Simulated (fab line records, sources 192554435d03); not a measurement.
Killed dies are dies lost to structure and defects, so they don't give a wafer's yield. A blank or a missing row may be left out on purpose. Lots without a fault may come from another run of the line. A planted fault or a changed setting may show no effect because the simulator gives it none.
Split-lot experiment | flow n5_finfet | 7 lots, 21 wafers read, on a route of 1938 steps

THE SPLIT
At N5_BEOL_M11_ETCH_41 (etches SiCN in CH3F/O2, target depth 42.6 nm, time 86 s), the setting time_s was moved away from the recipe's 86 s on 9 of the 21 wafers read, by -21.9% to +17.2%. The other wafers ran this setting at the recipe's value.

The reading is taken at the split's own step.

THE READING
etch.depth_nm (the simulator's own value, which no gauge read), in nm, at N5_BEOL_M11_ETCH_41 (etches SiCN in CH3F/O2, target depth 42.6 nm, time 86 s). The file gives no usual value for it. The 12 wafers here that ran the recipe average 32.86 nm, standard deviation 0.59 nm.

wafer  | tool, chamber at the split | time_s as run, s | against the recipe | etch.depth_nm, nm | against lot-mates on the recipe
L081.1 | rie_diel-02, 0             | 98.61            | +14.7%             | 37.28             | +3.77
L081.2 | rie_diel-02, 2             | 98.61            | +14.7%             | 38.5              | +4.99
L081.3 | rie_diel-02, 3             | 86               | recipe             | 33.51             | -
L082.2 | rie_diel-02, 2             | 86               | recipe             | 33.34             | -
L082.4 | rie_diel-02, 3             | 86               | recipe             | 33.49             | -
L082.6 | rie_diel-02, 1             | 86               | recipe             | 33.13             | -
L083.3 | rie_diel-06, 3             | 100.8            | +17.2%             | 38.39             | +6.90
L083.4 | rie_diel-06, 2             | 86               | recipe             | 31.49             | -
L083.6 | rie_diel-06, 0             | 100.8            | +17.2%             | 37.99             | +6.50
L087.1 | rie_diel-02, 3             | 92.14            | +7.1%              | 35.3              | +2.67
L087.2 | rie_diel-02, 1             | 92.14            | +7.1%              | 35.68             | +3.05
L087.3 | rie_diel-02, 0             | 86               | recipe             | 32.63             | -
L088.1 | rie_diel-04, 2             | 86               | recipe             | 32.4              | -
L088.4 | rie_diel-04, 3             | 86               | recipe             | 32.25             | -
L088.6 | rie_diel-04, 2             | 86               | recipe             | 32.53             | -
L086.1 | rie_diel-02, 2             | 86               | recipe             | 33.1              | -
L086.2 | rie_diel-02, 0             | 67.15            | -21.9%             | 25.58             | -7.52
L086.3 | rie_diel-02, 1             | 67.15            | -21.9%             | 26.14             | -6.96
L090.2 | rie_diel-02, 3             | 86               | recipe             | 33.42             | -
L090.4 | rie_diel-02, 2             | 86               | recipe             | 33.06             | -
L090.6 | rie_diel-02, 1             | 94.9             | +10.3%             | 36.98             | +3.74

THE FIT
A straight line over all 21 wafers: etch.depth_nm changes by +0.326 nm for each +1% of time_s; r = +0.99; the points scatter about the line by 0.57 nm.
The same after taking each lot's own level away (the mean of its wafers on the recipe; 21 wafers): +0.343 nm for each +1%; r = +0.99; scatter 0.44 nm.
On that fit, the largest move of time_s shifts the reading by 7.5 nm.
The lots' own levels span 31.490 to 33.510 nm, that is 3.4 times the standard deviation above.
So the lot-to-lot level changes the slope little: the two slopes agree.
Check: with one of the wafers moved furthest among these (-21.9%) left out of the fit, the line predicts -7.39 nm for it against its lot-mates. It came out at -7.52 nm against them.

OTHER SPLITS ON THESE WAFERS
These wafers also went through other splits before the reading. Each is held against what the fit with the lots' levels taken away leaves over:
other split on the same wafers      | wafers away from the commonest value | r with etch.depth_nm (lot level and that fit taken away)
N5_BEOL_M8_CURE_75 time_s           | 10                                   | -0.04
N5_BEOL_M9_CMP_52 down_force_psi    | 7                                    | -0.23
N5_BEOL_M10_VIA_ETCH_34 time_s      | 7                                    | +0.57
N5_BEOL_M10_TRENCH_ETCH_37 source_w | 5                                    | -0.07
N5_BEOL_M11_TRENCH_ETCH_37 bias_w   | 6                                    | -0.16

THE FILE'S OWN FIT
etch.depth_nm changes by +0.345 nm for each +1% of time_s, r = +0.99.
